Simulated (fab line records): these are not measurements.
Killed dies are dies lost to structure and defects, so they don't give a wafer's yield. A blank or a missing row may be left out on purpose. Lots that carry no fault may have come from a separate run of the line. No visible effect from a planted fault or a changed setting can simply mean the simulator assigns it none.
fab line records + flow n5-finfet
record
- lots=7
- wafers=39
route steps=1938 shown SD_EPI_P@321 SD_ACTIVATION@330 MOL_CONTACT_COAG@532
start-h: hours from the record's first day to the start of the lot's first wafer shown + wait-h: hours elapsed since this lot's preceding step + " identical to the entry in the row above + L1.1+2: a single row standing in for several wafers + - value missing, or start not given + * or withheld: withheld + < > ~ a bound
route shown NAME@n: names a module that has steps shown in the file, with the first one's number in the route + usual: average and standard deviation across the fault-free wafers + same: alike in all rows + chamber/n: place in a boat + sites: per-site readings + _std_site: how widely they spread, as a standard deviation + _edge_site: outer sites' mean less inner sites' + radius-mm: for every site, how far away it sits from the centre of the wafer + mask NAME#n: copy n + behind: the last tool/chamber to shape the wafer + hold: what put the lot on hold/how long, in hours/how the hold closed + device: names the non-switching transistor (n, p or np) + end of line: tests run on the same wafers once the route is complete + where a step has no rows: the recipe by itself + killed: dies lost to structure and defects at the first sort, not the wafer's yield + map: per-die view of a wafer (x killed, . not killed, _ where there is no die)
set.NAME: the setting that was run; set.NAME@STEP: the one run at that earlier step + model.NAME: the simulator's own value behind a step, which no gauge read
lots run with intentionally changed settings; tables by step, rows by wafer
## steps
# step N5_SD_EPI_P_EPI_21
# recipe
- material=SiGe:B
- dopant=B
- temp-c=550
- pressure-torr=20
- ambient=H2
- time-s=355
| lot.wafer | tool         | chamber | start-h | wait-h | set.epi-growth-time-s | model.SiGe-B_of_SD_EPI_P_EPI_21.thk-nm |
|-----------|--------------|---------|---------|--------|-----------------------|----------------------------------------|
| L081.1+3  | epi-rpcvd-02 | 0       | 97.60   | 0.1    | 355                   | 61.6                                   |
| L081.2    | "            | 0       | "       | "      | 355                   | 61.2                                   |
| L081.4    | "            | 0       | "       | "      | 355                   | 60.8                                   |
| L081.5    | "            | 0       | "       | "      | 355                   | 61.4                                   |
| L081.6    | "            | 0       | "       | "      | 355                   | 62                                     |
| L085.1+2  | epi-rpcvd-02 | 0       | 123.50  | 0.1    | 355                   | 60.8                                   |
| L085.5    | "            | 0       | 124.94  | 1.5    | 355                   | 59.8                                   |
| L086.1    | epi-rpcvd-03 | 0       | 130.31  | 0.1    | 355                   | 61.4                                   |
| L086.2    | "            | 0       | "       | "      | 324.4                 | 57.6                                   |
| L086.3    | "            | 0       | "       | "      | 324.4                 | 57.2                                   |
| L086.4    | "            | 0       | "       | "      | 355                   | 61.8                                   |
| L086.5    | "            | 0       | "       | "      | 355                   | 61.2                                   |
| L086.6    | "            | 0       | "       | "      | 324.4                 | 58.4                                   |
| L087.1    | epi-rpcvd-02 | 0       | 133.51  | 0.2    | 355                   | 60.6                                   |
| L087.2    | "            | 0       | "       | "      | 317.6                 | 57.2                                   |
| L087.3    | "            | 0       | "       | "      | 355                   | 60.8                                   |
| L087.4+5  | "            | 0       | "       | "      | 317.6                 | 57.4                                   |
| L087.6    | "            | 0       | "       | "      | 355                   | 62                                     |
| L089.1    | epi-rpcvd-02 | 0       | 144.61  | 0.1    | 328.5                 | 58                                     |
| L089.2    | "            | 0       | "       | "      | 328.5                 | 58.6                                   |
| L089.3    | "            | 0       | "       | "      | 355                   | 60.6                                   |
| L089.4    | "            | 0       | "       | "      | 328.5                 | 58.8                                   |
| L089.5+6  | "            | 0       | "       | "      | 355                   | 61.2                                   |
| L095.1    | epi-rpcvd-03 | 0       | 182.53  | 0.2    | 379.1                 | 63.8                                   |
| L095.2    | "            | 0       | "       | "      | 355                   | 61                                     |
| L095.3+6  | "            | 0       | "       | "      | 379.1                 | 64.4                                   |
| L095.4    | "            | 0       | "       | "      | 355                   | 60.8                                   |
| L095.5    | "            | 0       | "       | "      | 355                   | 61.4                                   |
| L096.1    | epi-rpcvd-02 | 0       | 187.94  | 0.1    | 355                   | 61.4                                   |
| L096.2    | "            | 0       | "       | "      | 355                   | 61.8                                   |
| L096.3    | "            | 0       | "       | "      | 355                   | 61                                     |
| L096.4    | "            | 0       | "       | "      | 355                   | 60.2                                   |
| L096.5    | "            | 0       | "       | "      | 355                   | 60.8                                   |
| L096.6    | "            | 0       | "       | "      | 355                   | 60.6                                   |
# step N5_SD_EPI_P_HM_STRIP_48
# recipe
- chemistry=H3PO4
- temp-c=160
- material=SiNx
- target=SiNx
- target-depth-a=30
- overetch-fraction=0.3
| lot.wafer | tool         | chamber | start-h | wait-h | set.epi-growth-time-s@SD_EPI_P_EPI_21 | model.SiGe-B_of_SD_EPI_P_EPI_21.thk-nm |
|-----------|--------------|---------|---------|--------|---------------------------------------|----------------------------------------|
| L081.1    | wet-bench-02 | 3       | 99.83   | 0.0    | 355                                   | 61.4                                   |
| L081.2    | "            | 5       | "       | "      | 355                                   | 61                                     |
| L081.3+5  | "            | 2,4     | "       | "      | 355                                   | 61.2                                   |
| L081.4    | "            | 7       | "       | "      | 355                                   | 60.4                                   |
| L081.6    | "            | 6       | "       | "      | 355                                   | 61.8                                   |
| L085.1+2  | wet-bench-04 | 6,3     | 125.74  | 0.0    | 355                                   | 60.6                                   |
| L085.5    | "            | 0       | "       | "      | 355                                   | 59.4                                   |
| L086.1    | wet-bench-05 | 5       | 132.55  | 0.0    | 355                                   | 61.2                                   |
| L086.2    | "            | 6       | "       | "      | 324.4                                 | 57.4                                   |
| L086.3    | "            | 7       | "       | "      | 324.4                                 | 56.8                                   |
| L086.4    | "            | 0       | "       | "      | 355                                   | 61.4                                   |
| L086.5    | "            | 3       | "       | "      | 355                                   | 61                                     |
| L086.6    | "            | 4       | "       | "      | 324.4                                 | 58.2                                   |
| L087.1    | wet-bench-04 | 1       | 136.46  | 0.0    | 355                                   | 60.4                                   |
| L087.2    | "            | 4       | "       | "      | 317.6                                 | 56.8                                   |
| L087.3    | "            | 0       | "       | "      | 355                                   | 60.6                                   |
| L087.4    | "            | 7       | "       | "      | 317.6                                 | 57.2                                   |
| L087.5    | "            | 6       | "       | "      | 317.6                                 | 57                                     |
| L087.6    | "            | 5       | "       | "      | 355                                   | 61.8                                   |
| L089.1    | wet-bench-02 | 7       | 146.85  | 0.0    | 328.5                                 | 57.8                                   |
| L089.2    | "            | 6       | "       | "      | 328.5                                 | 58.2                                   |
| L089.3    | "            | 0       | "       | "      | 355                                   | 60.2                                   |
| L089.4    | "            | 3       | "       | "      | 328.5                                 | 58.4                                   |
| L089.5    | "            | 5       | "       | "      | 355                                   | 61                                     |
| L089.6    | "            | 4       | "       | "      | 355                                   | 60.8                                   |
| L095.1    | wet-bench-04 | 7       | 185.49  | 0.0    | 379.1                                 | 63.4                                   |
| L095.2    | "            | 5       | "       | "      | 355                                   | 60.6                                   |
| L095.3+6  | "            | 4,2     | "       | "      | 379.1                                 | 64.2                                   |
| L095.4    | "            | 6       | "       | "      | 355                                   | 60.4                                   |
| L095.5    | "            | 3       | "       | "      | 355                                   | 61                                     |
| L096.1    | wet-bench-04 | 7       | 190.17  | 0.0    | 355                                   | 61.2                                   |
| L096.2    | "            | 2       | "       | "      | 355                                   | 61.4                                   |
| L096.3    | "            | 0       | "       | "      | 355                                   | 60.8                                   |
| L096.4    | "            | 1       | "       | "      | 355                                   | 60                                     |
| L096.5    | "            | 6       | "       | "      | 355                                   | 60.6                                   |
| L096.6    | "            | 3       | "       | "      | 355                                   | 60.4                                   |
# step N5_SD_EPI_P_SRD_49
# recipe
- dry=ipa-marangoni
- time-s=30
- temp-c=23
- rinse-liquid=diw
# step N5_SD_EPI_P_PRECLEAN_24
# recipe
- chemistry=O3/DIW
- time-s=45
- temp-c=22
- o3-ppm=10
# step N5_SD_ACTIVATION_RTA_00
# recipe
- temp-c=975
- time-s=0
- ambient=N2
- idle-temp-c=600
- ramp-up-c-per-s=150
- ramp-down-c-per-s=60
- cool-to-c=600
# step N5_SD_ACTIVATION_LSA_01
# recipe
- temp-c=1080
- time-s=0.0008
- ambient=N2
# step N5_SD_ACTIVATION_RS_MEAS_03
# recipe
- thk-meas-gauge=four-point-probe
# usual
- RS_SD_N=21.95/0.3
- RS_SD_P=55.8/0.84
| lot.wafer | tool          | chamber | start-h | wait-h | set.epi-growth-time-s@SD_EPI_P_EPI_21 | RS_SD_N[ohm/sq] | RS_SD_P[ohm/sq] |
|-----------|---------------|---------|---------|--------|---------------------------------------|-----------------|-----------------|
| L081.1    | film-metro-02 | -       | 100.59  | 0.2    | 355                                   | 21.61           | 55.0            |
| L081.2    | "             | -       | "       | "      | 355                                   | 21.85           | 55.8            |
| L081.3    | "             | -       | "       | "      | 355                                   | 21.90           | 55.1            |
| L081.4    | "             | -       | "       | "      | 355                                   | 22.14           | 56.4            |
| L081.5    | "             | -       | "       | "      | 355                                   | 22.13           | 55.3            |
| L081.6    | "             | -       | "       | "      | 355                                   | 22.28           | 54.6            |
| L085.1    | film-metro-01 | -       | 126.31  | 0.2    | 355                                   | 22.06           | 55.8            |
| L085.2    | "             | -       | "       | "      | 355                                   | 22.43           | 55.9            |
| L085.5    | "             | -       | "       | "      | 355                                   | 22.48           | 56.8            |
| L086.1    | film-metro-02 | -       | 133.12  | 0.2    | 355                                   | 22.17           | 56.4            |
| L086.2    | "             | -       | "       | "      | 324.4                                 | 22.25           | 60.0            |
| L086.3    | "             | -       | "       | "      | 324.4                                 | 21.85           | 60.3            |
| L086.4    | "             | -       | "       | "      | 355                                   | 21.93           | 55.7            |
| L086.5    | "             | -       | "       | "      | 355                                   | 22.06           | 55.5            |
| L086.6    | "             | -       | "       | "      | 324.4                                 | 21.83           | 59.2            |
| L087.1    | film-metro-02 | -       | 137.10  | 0.2    | 355                                   | 21.81           | 56.8            |
| L087.2    | "             | -       | "       | "      | 317.6                                 | 21.83           | 59.1            |
| L087.3    | "             | -       | "       | "      | 355                                   | 21.89           | 56.0            |
| L087.4    | "             | -       | "       | "      | 317.6                                 | 22.09           | 59.2            |
| L087.5    | "             | -       | "       | "      | 317.6                                 | 22.29           | 59.4            |
| L087.6    | "             | -       | "       | "      | 355                                   | 21.99           | 55.0            |
| L089.1    | film-metro-02 | -       | 147.42  | 0.2    | 328.5                                 | 22.05           | 57.3            |
| L089.2    | "             | -       | "       | "      | 328.5                                 | 21.79           | 57.0            |
| L089.3    | "             | -       | "       | "      | 355                                   | 21.92           | 55.0            |
| L089.4    | "             | -       | "       | "      | 328.5                                 | 21.88           | 56.6            |
| L089.5    | "             | -       | "       | "      | 355                                   | 22.07           | 54.3            |
| L089.6    | "             | -       | "       | "      | 355                                   | 22.13           | 54.2            |
| L095.1    | film-metro-02 | -       | 186.09  | 0.2    | 379.1                                 | 21.83           | 53.0            |
| L095.2    | "             | -       | "       | "      | 355                                   | 21.62           | 55.2            |
| L095.3    | "             | -       | "       | "      | 379.1                                 | 21.68           | 52.2            |
| L095.4    | "             | -       | "       | "      | 355                                   | 21.58           | 55.7            |
| L095.5    | "             | -       | "       | "      | 355                                   | 21.79           | 54.7            |
| L095.6    | "             | -       | "       | "      | 379.1                                 | 21.76           | 52.0            |
| L096.1    | film-metro-02 | -       | 190.75  | 0.2    | 355                                   | 22.21           | 56.0            |
| L096.2    | "             | -       | "       | "      | 355                                   | 22.58           | 56.1            |
| L096.3    | "             | -       | "       | "      | 355                                   | 21.97           | 56.9            |
| L096.4    | "             | -       | "       | "      | 355                                   | 22.10           | 57.0            |
| L096.5    | "             | -       | "       | "      | 355                                   | 22.09           | 57.1            |
| L096.6    | "             | -       | "       | "      | 355                                   | 22.02           | 57.0            |
# step N5_MOL_CONTACT_COAG_ETCH_106
# recipe
- chemistry=N2/H2
- target=SOC
- target-depth-a=800
- overetch-a=160
- mask-material=SiARC
- temp-c=40
- time-s=120
- ion-energy-ev=200
- pressure-mtorr=30
- source-w=840
- bias-w=150
- n2-flow-sccm=200
- h2-flow-sccm=200
# usual
- rf-vpp-V=525.1/2.4
| lot.wafer | tool        | chamber | start-h | wait-h | set.source-w | rf-vpp-V |
|-----------|-------------|---------|---------|--------|--------------|----------|
| L081.1    | rie-diel-02 | 0       | 129.71  | 0.0    | 840          | 522.0    |
| L081.2    | "           | 1       | "       | "      | 767          | 541.1    |
| L081.3    | "           | 3       | "       | "      | 767          | 541.6    |
| L081.4    | "           | 2       | "       | "      | 767          | 537.6    |
| L081.5    | "           | 0       | "       | "      | 840          | 523.1    |
| L081.6    | "           | 3       | "       | "      | 840          | 525.5    |
| L085.1    | rie-diel-02 | 0       | 154.52  | 0.0    | 840          | 521.3    |
| L085.2    | "           | 1       | "       | "      | 840          | 525.4    |
| L085.5    | "           | 3       | "       | "      | 840          | 523.9    |
| L086.1    | rie-diel-03 | 1       | 162.36  | 0.0    | 840          | 528.1    |
| L086.2    | "           | 0       | "       | "      | 798.3        | 532.5    |
| L086.3    | "           | 3       | "       | "      | 798.3        | 534.1    |
| L086.4    | "           | 2       | "       | "      | 798.3        | 536.1    |
| L086.5    | "           | 0       | "       | "      | 840          | 524.5    |
| L086.6    | "           | 3       | "       | "      | 840          | 524.9    |
| L087.1    | rie-diel-02 | 0       | 168.49  | 0.0    | 914.5        | 507.3    |
| L087.2    | "           | 2       | "       | "      | 840          | 520.5    |
| L087.3    | "           | 1       | "       | "      | 840          | 526.4    |
| L087.4    | "           | 3       | "       | "      | 840          | 524.5    |
| L087.5    | "           | 0       | "       | "      | 914.5        | 508.8    |
| L087.6    | "           | 1       | "       | "      | 914.5        | 511.9    |
| L089.1    | rie-diel-03 | 3       | 177.40  | 0.0    | 995.6        | 495.6    |
| L089.2    | "           | 0       | "       | "      | 840          | 525.7    |
| L089.3    | "           | 1       | "       | "      | 840          | 528.3    |
| L089.4    | "           | 2       | "       | "      | 995.6        | 500.2    |
| L089.5    | "           | 3       | "       | "      | 840          | 525.4    |
| L089.6    | "           | 2       | "       | "      | 995.6        | 499.5    |
| L095.1    | rie-diel-03 | 3       | 214.93  | 0.0    | 940.1        | 505.6    |
| L095.2    | "           | 1       | "       | "      | 840          | 528.7    |
| L095.3    | "           | 0       | "       | "      | 940.1        | 505.7    |
| L095.4    | "           | 2       | "       | "      | 840          | 528.2    |
| L095.5    | "           | 0       | "       | "      | 940.1        | 505.3    |
| L095.6    | "           | 1       | "       | "      | 840          | 528.1    |
| L096.1    | rie-diel-02 | 0       | 220.96  | 0.0    | 686.6        | 557.3    |
| L096.2    | "           | 1       | "       | "      | 840          | 525.8    |
| L096.3    | "           | 3       | "       | "      | 840          | 523.0    |
| L096.4    | "           | 3       | "       | "      | 686.6        | 561.0    |
| L096.5    | "           | 1       | "       | "      | 686.6        | 561.6    |
| L096.6    | "           | 0       | "       | "      | 840          | 521.8    |
# step N5_MOL_CONTACT_COAG_IMPLANT_129
# recipe
- species=Ge
- energy-kev=3
- dose-cm2=6e+14
- tilt-deg=0
- rotation-deg=0
| lot.wafer        | tool         | chamber | start-h | wait-h | set.energy-kev | model.implant.rp-nm | model.implant.drp-nm |
|------------------|--------------|---------|---------|--------|----------------|---------------------|----------------------|
| L081.1+2+6       | implanter-02 | 0       | 130.06  | 0.0    | 2.236          | 5.282               | 1.78                 |
| L081.3+4+5       | "            | 0       | "       | "      | 3              | 6.207               | 2.134                |
| L085.1+2+5       | implanter-01 | 0       | 154.87  | 0.0    | 3              | 6.113               | 2.134                |
| L086.1+4+6       | implanter-02 | 0       | 162.70  | 0.0    | 2.453          | 5.623               | 1.884                |
| L086.2+3+5       | "            | 0       | "       | "      | 3              | 6.285               | 2.134                |
| L087.1+4+6       | implanter-01 | 0       | 168.84  | 0.0    | 3.429          | 6.609               | 2.318                |
| L087.2+3+5       | "            | 0       | "       | "      | 3              | 6.131               | 2.134                |
| L089.1+2+3+4+5+6 | implanter-01 | 0       | 177.74  | 0.0    | 3              | 6.159               | 2.134                |
| L095.1+2+3+4+5+6 | implanter-01 | 0       | 215.28  | 0.0    | 3              | 6.097               | 2.134                |
| L096.1+2+3       | implanter-02 | 0       | 221.31  | 0.0    | 3.397          | 6.606               | 2.305                |
| L096.4+5+6       | "            | 0       | "       | "      | 3              | 6.161               | 2.134                |
# step N5_MOL_CONTACT_COAG_ETCH_91
# recipe
- chemistry=N2/H2
- target=SOC
- target-depth-a=600
- overetch-a=210
- mask-material=SiARC
- temp-c=40
- time-s=101.2
- ion-energy-ev=200
- pressure-mtorr=30
- source-w=840
- bias-w=150
- n2-flow-sccm=200
- h2-flow-sccm=200
# usual
- rf-vpp-V=525.3/2.4
| lot.wafer | tool        | chamber | start-h | wait-h | set.source-w | rf-vpp-V |
|-----------|-------------|---------|---------|--------|--------------|----------|
| L081.1    | rie-diel-06 | 1       | 140.12  | 0.0    | 979.7        | 495.9    |
| L081.2    | "           | 2       | "       | "      | 840          | 526.0    |
| L081.3    | "           | 0       | "       | "      | 979.7        | 503.1    |
| L081.4    | "           | 2       | "       | "      | 979.7        | 498.6    |
| L081.5    | "           | 0       | "       | "      | 840          | 528.4    |
| L081.6    | "           | 1       | "       | "      | 840          | 519.5    |
| L085.1    | rie-diel-03 | 2       | 164.16  | 0.0    | 840          | 528.1    |
| L085.2    | "           | 0       | "       | "      | 840          | 525.5    |
| L085.5    | "           | 2       | "       | "      | 840          | 529.6    |
| L086.1    | rie-diel-02 | 0       | 171.32  | 0.0    | 840          | 521.6    |
| L086.2    | "           | 1       | "       | "      | 953.7        | 504.9    |
| L086.3    | "           | 3       | "       | "      | 840          | 524.4    |
| L086.4    | "           | 2       | "       | "      | 953.7        | 502.7    |
| L086.5    | "           | 3       | "       | "      | 953.7        | 503.5    |
| L086.6    | "           | 0       | "       | "      | 840          | 524.0    |
| L087.1    | rie-diel-06 | 1       | 178.40  | 0.0    | 840          | 522.1    |
| L087.2    | "           | 3       | "       | "      | 840          | 527.8    |
| L087.3    | "           | 0       | "       | "      | 840          | 527.9    |
| L087.4    | "           | 2       | "       | "      | 840          | 526.3    |
| L087.5    | "           | 0       | "       | "      | 840          | 528.4    |
| L087.6    | "           | 3       | "       | "      | 840          | 527.3    |
| L089.1    | rie-diel-03 | 3       | 191.63  | 0.0    | 891.9        | 515.4    |
| L089.2    | "           | 0       | "       | "      | 891.9        | 512.7    |
| L089.3    | "           | 2       | "       | "      | 891.9        | 516.2    |
| L089.4    | "           | 0       | "       | "      | 840          | 525.5    |
| L089.5    | "           | 3       | "       | "      | 840          | 525.8    |
| L089.6    | "           | 2       | "       | "      | 840          | 528.4    |
| L095.1    | rie-diel-02 | 1       | 226.11  | 0.0    | 928.5        | 508.6    |
| L095.2    | "           | 0       | "       | "      | 840          | 521.2    |
| L095.3    | "           | 3       | "       | "      | 840          | 524.3    |
| L095.4    | "           | 3       | "       | "      | 928.5        | 506.3    |
| L095.5    | "           | 1       | "       | "      | 928.5        | 508.5    |
| L095.6    | "           | 0       | "       | "      | 840          | 521.6    |
| L096.1    | rie-diel-03 | 3       | 229.97  | 0.0    | 840          | 524.9    |
| L096.2    | "           | 0       | "       | "      | 840          | 524.0    |
| L096.3    | "           | 1       | "       | "      | 985.5        | 499.8    |
| L096.4    | "           | 2       | "       | "      | 985.5        | 500.1    |
| L096.5    | "           | 0       | "       | "      | 985.5        | 497.5    |
| L096.6    | "           | 3       | "       | "      | 840          | 524.9    |
# step N5_MOL_CONTACT_COAG_EXPOSE_37
# recipe
- mask-id=VD
- na=0.33
- source-shape=annular
- sigma-inner=0.3
- sigma-outer=0.7
- polarization=unpolarized
- defocus-nm=0
- dose-mj=62
| lot.wafer  | tool           | chamber | start-h | wait-h | mask | set.dose-mj |
|------------|----------------|---------|---------|--------|------|-------------|
| L081.1+2+5 | euv-scanner-01 | 0       | 141.72  | -      | VD#0 | 65.61       |
| L081.3+4+6 | "              | 0       | "       | "      | VD#0 | 62          |
| L085.1+2+5 | euv-scanner-02 | 0       | 164.92  | -      | VD#0 | 62          |
| L086.1+4+5 | euv-scanner-02 | 0       | 171.95  | -      | VD#0 | 62          |
| L086.2+3+6 | "              | 0       | "       | "      | VD#0 | 58.08       |
| L087.1+2+5 | euv-scanner-01 | 0       | 179.15  | -      | VD#0 | 62          |
| L087.3+4+6 | "              | 0       | "       | "      | VD#0 | 60.28       |
| L089.1+3+4 | euv-scanner-01 | 0       | 192.27  | -      | VD#0 | 66.43       |
| L089.2+5+6 | "              | 0       | "       | "      | VD#0 | 62          |
| L095.1+2+3 | euv-scanner-01 | 0       | 226.87  | -      | VD#0 | 62          |
| L095.4+5+6 | "              | 0       | "       | "      | VD#0 | 59.26       |
| L096.1+5+6 | euv-scanner-02 | 0       | 230.72  | -      | VD#0 | 64.65       |
| L096.2+3+4 | "              | 0       | "       | "      | VD#0 | 62          |
# step N5_MOL_CONTACT_COAG_PEB_38
# recipe
- peb-temp-c=100
- peb-time-s=60
- resist=CAR-EUV
# step N5_MOL_CONTACT_COAG_DEVELOP_39
# recipe
- develop-time-s=30
- developer=TMAH
- resist=CAR-EUV
- rinse-liquid=surfactant-rinse
- dry=air-spin
- dev-temp-c=23
# step N5_MOL_CONTACT_COAG_CD_MEAS_40
# recipe
- target-cd-nm=25.1
- landing-energy-ev=500
- detector=se-inlens
- polarity=opening
# usual
- cd-nm=24.98/0.24
| lot.wafer | tool      | chamber | start-h | wait-h | set.dose-mj@MOL_CONTACT_COAG_EXPOSE_37 | cd-nm |
|-----------|-----------|---------|---------|--------|----------------------------------------|-------|
| L081.1    | cd-sem-02 | 0       | 141.87  | -      | 65.61                                  | 25.85 |
| L081.2    | "         | 0       | "       | "      | 65.61                                  | 26.00 |
| L081.3    | "         | 0       | "       | "      | 62                                     | 25.03 |
| L081.4    | "         | 0       | "       | "      | 62                                     | 24.78 |
| L081.5    | "         | 0       | "       | "      | 65.61                                  | 25.89 |
| L081.6    | "         | 0       | "       | "      | 62                                     | 24.88 |
| L085.1    | cd-sem-01 | 0       | 165.07  | -      | 62                                     | 24.83 |
| L085.2    | "         | 0       | "       | "      | 62                                     | 24.79 |
| L085.5    | "         | 0       | "       | "      | 62                                     | 25.44 |
| L086.1    | cd-sem-02 | 0       | 172.09  | -      | 62                                     | 24.89 |
| L086.2    | "         | 0       | "       | "      | 58.08                                  | 23.96 |
| L086.3    | "         | 0       | "       | "      | 58.08                                  | 23.93 |
| L086.4    | "         | 0       | "       | "      | 62                                     | 24.58 |
| L086.5    | "         | 0       | "       | "      | 62                                     | 24.53 |
| L086.6    | "         | 0       | "       | "      | 58.08                                  | 23.66 |
| L087.1    | cd-sem-01 | 0       | 179.30  | -      | 62                                     | 24.66 |
| L087.2    | "         | 0       | "       | "      | 62                                     | 25.03 |
| L087.3    | "         | 0       | "       | "      | 60.28                                  | 24.28 |
| L087.4    | "         | 0       | "       | "      | 60.28                                  | 24.66 |
| L087.5    | "         | 0       | "       | "      | 62                                     | 24.67 |
| L087.6    | "         | 0       | "       | "      | 60.28                                  | 24.59 |
| L089.1    | cd-sem-02 | 0       | 192.41  | -      | 66.43                                  | 26.32 |
| L089.2    | "         | 0       | "       | "      | 62                                     | 24.73 |
| L089.3    | "         | 0       | "       | "      | 66.43                                  | 26.01 |
| L089.4    | "         | 0       | "       | "      | 66.43                                  | 26.28 |
| L089.5    | "         | 0       | "       | "      | 62                                     | 24.86 |
| L089.6    | "         | 0       | "       | "      | 62                                     | 24.88 |
| L095.1    | cd-sem-01 | 0       | 227.01  | -      | 62                                     | 24.95 |
| L095.2    | "         | 0       | "       | "      | 62                                     | 24.42 |
| L095.3    | "         | 0       | "       | "      | 62                                     | 24.64 |
| L095.4    | "         | 0       | "       | "      | 59.26                                  | 24.39 |
| L095.5    | "         | 0       | "       | "      | 59.26                                  | 24.48 |
| L095.6    | "         | 0       | "       | "      | 59.26                                  | 23.81 |
| L096.1    | cd-sem-01 | 0       | 230.87  | -      | 64.65                                  | 26.00 |
| L096.2    | "         | 0       | "       | "      | 62                                     | 24.90 |
| L096.3    | "         | 0       | "       | "      | 62                                     | 25.04 |
| L096.4    | "         | 0       | "       | "      | 62                                     | 24.77 |
| L096.5    | "         | 0       | "       | "      | 64.65                                  | 26.25 |
| L096.6    | "         | 0       | "       | "      | 64.65                                  | 25.92 |
# step N5_MOL_CONTACT_COAG_PRECLEAN_138
# recipe
- chemistry=alkaline-clean
- temp-c=60
- time-s=60
- do-ppb=50
# step N5_MOL_CONTACT_COAG_SRD_139
# recipe
- dry=ipa-marangoni
- time-s=30
- temp-c=23
- rinse-liquid=diw
# step N5_MOL_CONTACT_COAG_CD_MEAS_101
# recipe
- target-cd-nm=16
# usual
- cd-nm=15.9/0.34
| lot.wafer | tool      | chamber | start-h | wait-h | set.dose-mj@MOL_CONTACT_COAG_EXPOSE_37 | cd-nm |
|-----------|-----------|---------|---------|--------|----------------------------------------|-------|
| L081.1    | cd-sem-03 | -       | 142.81  | 0.0    | 65.61                                  | 16.7  |
| L081.2    | "         | -       | "       | "      | 65.61                                  | 17.0  |
| L081.3    | "         | -       | "       | "      | 62                                     | 15.8  |
| L081.4    | "         | -       | "       | "      | 62                                     | 15.6  |
| L081.5    | "         | -       | "       | "      | 65.61                                  | 16.6  |
| L081.6    | "         | -       | "       | "      | 62                                     | 16.1  |
| L085.1    | cd-sem-03 | -       | 166.01  | 0.0    | 62                                     | 15.9  |
| L085.2    | "         | -       | "       | "      | 62                                     | 15.8  |
| L085.5    | "         | -       | "       | "      | 62                                     | 15.6  |
| L086.1    | cd-sem-02 | -       | 173.05  | 0.0    | 62                                     | 16.0  |
| L086.2    | "         | -       | "       | "      | 58.08                                  | 14.8  |
| L086.3    | "         | -       | "       | "      | 58.08                                  | 14.8  |
| L086.4    | "         | -       | "       | "      | 62                                     | 16.0  |
| L086.5    | "         | -       | "       | "      | 62                                     | 15.4  |
| L086.6    | "         | -       | "       | "      | 58.08                                  | 14.9  |
| L087.1    | cd-sem-03 | -       | 181.23  | 0.0    | 62                                     | 16.0  |
| L087.2    | "         | -       | "       | "      | 62                                     | 15.3  |
| L087.3    | "         | -       | "       | "      | 60.28                                  | 15.3  |
| L087.4    | "         | -       | "       | "      | 60.28                                  | 15.5  |
| L087.5    | "         | -       | "       | "      | 62                                     | 16.1  |
| L087.6    | "         | -       | "       | "      | 60.28                                  | 15.3  |
| L089.1    | cd-sem-03 | -       | 193.70  | 0.0    | 66.43                                  | 17.3  |
| L089.2    | "         | -       | "       | "      | 62                                     | 15.9  |
| L089.3    | "         | -       | "       | "      | 66.43                                  | 17.3  |
| L089.4    | "         | -       | "       | "      | 66.43                                  | 17.5  |
| L089.5    | "         | -       | "       | "      | 62                                     | 16.2  |
| L089.6    | "         | -       | "       | "      | 62                                     | 15.9  |
| L095.1    | cd-sem-03 | -       | 228.45  | 0.0    | 62                                     | 15.5  |
| L095.2    | "         | -       | "       | "      | 62                                     | 15.6  |
| L095.3    | "         | -       | "       | "      | 62                                     | 15.8  |
| L095.4    | "         | -       | "       | "      | 59.26                                  | 14.6  |
| L095.5    | "         | -       | "       | "      | 59.26                                  | 14.7  |
| L095.6    | "         | -       | "       | "      | 59.26                                  | 14.5  |
| L096.1    | cd-sem-03 | -       | 231.85  | 0.0    | 64.65                                  | 16.4  |
| L096.2    | "         | -       | "       | "      | 62                                     | 15.9  |
| L096.3    | "         | -       | "       | "      | 62                                     | 15.8  |
| L096.4    | "         | -       | "       | "      | 62                                     | 16.2  |
| L096.5    | "         | -       | "       | "      | 64.65                                  | 16.6  |
| L096.6    | "         | -       | "       | "      | 64.65                                  | 16.6  |
## key
split
- step=N5_SD_EPI_P_EPI_21
- setting=epi-growth-time-s
- stated=355
- by=wafer
response
- step=N5_SD_EPI_P_EPI_21
- reading=model.SiGe-B_of_SD_EPI_P_EPI_21.thk-nm
- change=+0.391
- per=1%
- r=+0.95
response
- step=N5_SD_EPI_P_HM_STRIP_48
- reading=model.SiGe-B_of_SD_EPI_P_EPI_21.thk-nm
- change=+0.4
- per=1%
- r=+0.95
response
- step=N5_SD_ACTIVATION_RS_MEAS_03
- reading=RS_SD_P
- change=-0.372
- per=1%
- r=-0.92
split
- step=N5_MOL_CONTACT_COAG_ETCH_106
- setting=source-w
- stated=840
- by=wafer
response
- step=N5_MOL_CONTACT_COAG_ETCH_106
- reading=rf-vpp-V
- change=-1.77
- per=1%
- r=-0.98
split
- step=N5_MOL_CONTACT_COAG_IMPLANT_129
- setting=energy-kev
- stated=3
- by=wafer
response
- step=N5_MOL_CONTACT_COAG_IMPLANT_129
- reading=model.implant.rp-nm
- change=+0.0355
- per=1%
- r=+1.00
response
- step=N5_MOL_CONTACT_COAG_IMPLANT_129
- reading=model.implant.drp-nm
- change=+0.0136
- per=1%
- r=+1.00
split
- step=N5_MOL_CONTACT_COAG_ETCH_91
- setting=source-w
- stated=840
- by=wafer
response
- step=N5_MOL_CONTACT_COAG_ETCH_91
- reading=rf-vpp-V
- change=-1.49
- per=1%
- r=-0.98
split
- step=N5_MOL_CONTACT_COAG_EXPOSE_37
- setting=dose-mj
- stated=62
- by=wafer
response
- step=N5_MOL_CONTACT_COAG_CD_MEAS_40
- reading=cd-nm
- change=+0.168
- per=1%
- r=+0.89
response
- step=N5_MOL_CONTACT_COAG_CD_MEAS_101
- reading=cd-nm
- change=+0.173
- per=1%
- r=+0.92
